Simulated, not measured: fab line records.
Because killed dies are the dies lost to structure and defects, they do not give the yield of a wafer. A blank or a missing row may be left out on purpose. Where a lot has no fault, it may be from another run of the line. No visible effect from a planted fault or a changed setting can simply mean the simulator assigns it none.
Comparing a struck lot with a sound one ; flow n5-finfet ; 15 steps out of a route of 1938
Sound: the wafers L805.1, L805.2, L805.6. Struck: wafer L814.5. (L814.2, L814.4 of the same lot were not struck and are left out.) The cause comes at the end.
Per side, at each step with rows, come the tool, then ch with its chambers, and then its first start. Under that, the readings that differ: sound wafers ; struck wafers ; difference of the means ; sigmas: that difference in standard deviations of wafers without a fault.
alike: words and numbers the same on both sides, and readings whose means are apart by under 2 such deviations; not compared: readings that were withheld, readings missing a value for some wafer, numbers with overlapping values and no deviation given by the record, and bounds like >300 which may hide the same value.
A row with sigmas, a row that says differs or no value, or rows on one side alone: a step with any of these is where the two part. Numbers that have no deviation but don't overlap get no sigmas and don't part them. A reading that every wafer of one side lacks parts them only if that side has two wafers or more.

first, 2 steps without rows for these wafers: N5_BEOL_M15_SPUTTER_45 (material Cu, target thk 100 nm, time 16.67 s); N5_BEOL_M15_ECD_47 (material Cu, target thk 1860 nm).
N5_BEOL_M15_ANNEAL_48: time 90 s.
  sound on rtp-anneal-01 ch 0, day 12 21:13; struck on rtp-anneal-01 ch 0, day 15 05:34
  alike: wafer_temp_C_max
then, 1 step without rows for these wafers: N5_BEOL_M15_CMP_49 (polishes, stops on SiO2, t overpolish 4.9 s, target thk 850 nm).
N5_BEOL_M15_THK_MEAS_50: measures by xrf.
  sound on film-metro-02 at day 12 21:49; struck on film-metro-01 at day 15 06:06
  alike: M15_THK
then, 1 step without rows for these wafers: N5_BEOL_M15_PRE_CLEAN_52 (time 15 s).
N5_BEOL_M15_DEP_53: deposits SiCN from 3MS/NH3, target thk 50 nm, time 17.8 s.
  sound on pecvd-01 ch 0,1, day 12 21:52; struck on pecvd-02 ch 1, day 15 06:10
  alike: showerhead-plenum-p-Torr, throttle-valve-pct
N5_BEOL_M15_RS_MEAS_54: a four-point-probe measurement.
  sound on film-metro-02 at day 12 21:56; struck on film-metro-01 at day 15 06:14
  alike: M15_RS
N5_BEOL_M15_INSPECT_55: inspects for defects (darkfield).
  sound on defect-inspect-01 at day 12 21:58; struck on defect-inspect-02 at day 15 06:16
  alike: raw-defect-count
N5_BEOL_M15_RC_MEAS_101:
  sound on prober-01 ch 0, day 12 21:59; struck on prober-02 ch 0, day 15 06:26
reading;sound;struck;difference;sigmas
SERP_M13 (ohm/um);0.314 0.315 0.316;0.299;-0.016;-2
SERP_M14 (ohm/um);0.166 0.158 0.161;0.150;-0.012;-2
  alike: COMB_M10, COMB_M11, COMB_M12, COMB_M13, COMB_M14, COMB_M15, COMB_M5, COMB_M5_max_site, COMB_M6, COMB_M7, COMB_M8, COMB_M9, SERP_M10, SERP_M11, SERP_M12, SERP_M5, SERP_M6, SERP_M7, SERP_M8, SERP_M9
N5_PASSIVATION_PECVD_00: deposits SiO2 from SiH4/N2O, target thk 200 nm, time 11.2 s.
  sound on pecvd-04 ch 0,2, day 12 22:57; struck on pecvd-03 ch 0, day 15 07:15
  alike: heater-power-w, showerhead-plenum-p-Torr, susceptor-temp-C, throttle-valve-pct
N5_MIM_BOT_DEGAS_01: time 60 s.
  sound on pvd-sputter-01 at day 12 23:22; struck on pvd-sputter-01 at day 15 07:58
  alike: heater-power-w, susceptor-temp-C
N5_MIM_BOT_SPUTTER_00: material TiN, target thk 35 nm, time 89.7 s.
  sound on pvd-sputter-01 at day 12 23:24; struck on pvd-sputter-01 at day 15 08:01
reading;sound;struck;difference;sigmas
chamber-pressure-pa (Pa);0.4997 0.5007 0.5004;0.5222;+0.0219;+20
  alike: susceptor-temp-C, throttle-valve-pct
N5_MIM_TOP_ALD_00: deposits Al2O3, purge time 3 s, co reactant pulse time 3 s.
  sound on ald-hk-02 ch 0,1,3, day 12 23:30; struck on ald-hk-03 ch 1, day 15 08:07
  alike: precursor-pulse-height-rel
N5_PASSIVATION_PROBE_49:
  sound wafers here have rows in the record (prober-01, day 13 15:24); struck ones have none

== WHERE THEY PART ==
At N5_BEOL_M15_RC_MEAS_101 first; at N5_PASSIVATION_PROBE_49 last (within this record only).

WHY: whatever the simulator had introduced
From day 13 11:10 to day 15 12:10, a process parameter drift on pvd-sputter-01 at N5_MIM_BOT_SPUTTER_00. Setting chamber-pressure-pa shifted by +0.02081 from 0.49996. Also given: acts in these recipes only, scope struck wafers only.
